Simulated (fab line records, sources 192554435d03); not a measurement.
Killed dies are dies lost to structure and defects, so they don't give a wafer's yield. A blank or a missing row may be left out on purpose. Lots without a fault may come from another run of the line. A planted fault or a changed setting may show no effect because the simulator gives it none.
A struck lot beside a sound one | flow n5_finfet | 36 steps out of a route of 1938
Sound: wafers L322.2, L322.5, L322.6. Struck: wafer L326.4. (L326.5, L326.6 of the same lot were not struck and are left out.) The cause comes at the end.
At each step with rows: each side's tool, then ch and its chambers, then its first start. Under that, the readings that differ: sound wafers | struck wafers | difference of the means | sigmas: that difference in standard deviations of wafers without a fault.
alike: readings whose means differ by less than 2 such deviations, and words and numbers that are the same on both sides. not compared: withheld readings, readings that some wafer has no value for, bounds like >300 that may hide the same value, and numbers for which the record gives no deviation and whose values overlap.
The two part at a step that has a row with sigmas, a row that says differs or no value, or rows on one side only. Numbers that don't overlap but have no deviation are shown without sigmas and don't part them. A reading that every wafer of one side lacks parts them only if that side has two wafers or more.

first, 8 steps without rows for these wafers: N5_BEOL_M7_ECD_50 (material Cu, target thk 300 nm); N5_BEOL_M7_ANNEAL_51 (time 90 s); N5_BEOL_M7_CMP_52 (polishes, stops on SiCOH lowk, t overpolish 6.9 s, target thk 80 nm); N5_BEOL_M7_PRE_CLEAN_55 (time 15 s); N5_BEOL_M7_DEP_56 (deposits SiCN from 3MS/NH3, target thk 10 nm, time 17.5 s); N5_BEOL_M8_ILD_DEP_00 (deposits SiCOH lowk from DEMS/porogen, target thk 179.75 nm, time 33.4 s); N5_BEOL_M8_CURE_74 (cures SiCOH lowk, time 240 s); N5_BEOL_M8_PECVD_70 (deposits SiO2 from TEOS/O2, target thk 20 nm, time 22.7 s).
N5_BEOL_M8_HM_DEP_02: deposits TiN, target thk 20 nm.
  sound on pvd_sputter-03, day 13 02:37; struck on pvd_sputter-03, day 14 08:08
  alike: throttle_valve_pct
then, 8 steps without rows for these wafers: N5_BEOL_M8_COAT_59 (time 60 s, resist thk 100 nm); N5_BEOL_M8_COAT_60 (time 60 s, resist thk 35 nm); N5_BEOL_M8_COAT_05 (resist thk 90 nm); N5_BEOL_M8_EBR_07; N5_BEOL_M8_SOFTBAKE_06 (time 60 s); N5_BEOL_M8_EXPOSE_08 (exposes mask M8); N5_BEOL_M8_PEB_09 (peb time 60 s); N5_BEOL_M8_DEVELOP_10 (develop time 30 s).
N5_BEOL_M8_INSPECT_13: inspects for defects (brightfield).
  sound on defect_inspect-02, day 13 03:10; struck on defect_inspect-01, day 14 08:34
  reading          | sound       | struck | difference | sigmas
  raw_defect_count | 417 496 375 | 949    | +520       | +4
then, 16 steps without rows for these wafers: N5_BEOL_M8_DESCUM_16 (chemistry O2, time 7.9 s); N5_BEOL_M8_ETCH_61 (etches SiARC in CF4, target depth 45.5 nm, time 75.8 s); N5_BEOL_M8_ETCH_62 (etches SOC in N2/H2, target depth 110 nm, overetch 22 nm, time 165 s); N5_BEOL_M8_STRIP_68 (strips in N2/H2); N5_BEOL_M8_STRIP_67 (strips in CF4); N5_BEOL_M8_HM_OPEN_17 (chemistry Cl2/BCl3, target TiN, target depth 20 nm, overetch 6 nm); N5_BEOL_M8_STRIP_19 (strips in O2); N5_BEOL_M8_COAT_63 (time 60 s, resist thk 60 nm); N5_BEOL_M8_COAT_64 (time 60 s, resist thk 12 nm); N5_BEOL_M8_COAT_71 (time 60 s, resist thk 5 nm); N5_BEOL_M8_COAT_22 (resist thk 30 nm); N5_BEOL_M8_EBR_24; N5_BEOL_M8_SOFTBAKE_23 (time 60 s); N5_BEOL_M8_EXPOSE_25 (exposes mask V7, target cd 40 nm); N5_BEOL_M8_PEB_26 (peb time 60 s); N5_BEOL_M8_DEVELOP_27 (develop time 30 s).
N5_BEOL_M8_INSPECT_30: inspects for defects (brightfield).
  sound on defect_inspect-02, day 13 08:29; struck on defect_inspect-01, day 14 11:28
  reading          | sound       | struck | difference | sigmas
  raw_defect_count | 401 504 367 | 976    | +552       | +5
-- the record jumps here: 3 days lie between the struck wafers' starts before and after (it left off in module BEOL_M8 and takes up again in module PASSIVATION, whose first step shown is number 1936 of the route) --
N5_PASSIVATION_PROBE_49:
  sound on prober-01, day 16 02:20; struck on prober-02, day 17 09:56
  reading                  | sound          | struck | difference | sigmas
  defect_limited_yield (%) | 91.2 91.9 92.7 | 83.6   | -8.3       | -5
  killed_at_M4_up          | 24 8 13        | 115    | +100       | +18
  killed_dies              | 104 96 86      | 193    | +98        | +5
  killed_on_rim            | 18 15 10       | 26     | +12        | +3
  sort_bin_5_function (%)  | 5.0 4.3 4.9    | 11.5   | +6.8       | +6
  sort_n_pass              | 1076 1084 1094 | 987    | -98        | -5
  sort_yield_pct (%)       | 91.2 91.9 92.7 | 83.6   | -8.3       | -5
  alike: killed_at_M0_to_M3, killed_at_contacts, killed_at_front_end, killed_at_other, killed_open, killed_short, sort_bin_6_memory

WHERE THEY PART
First at N5_BEOL_M8_INSPECT_13; last, within this record, at N5_PASSIVATION_PROBE_49.

WHY: what the simulator had put in
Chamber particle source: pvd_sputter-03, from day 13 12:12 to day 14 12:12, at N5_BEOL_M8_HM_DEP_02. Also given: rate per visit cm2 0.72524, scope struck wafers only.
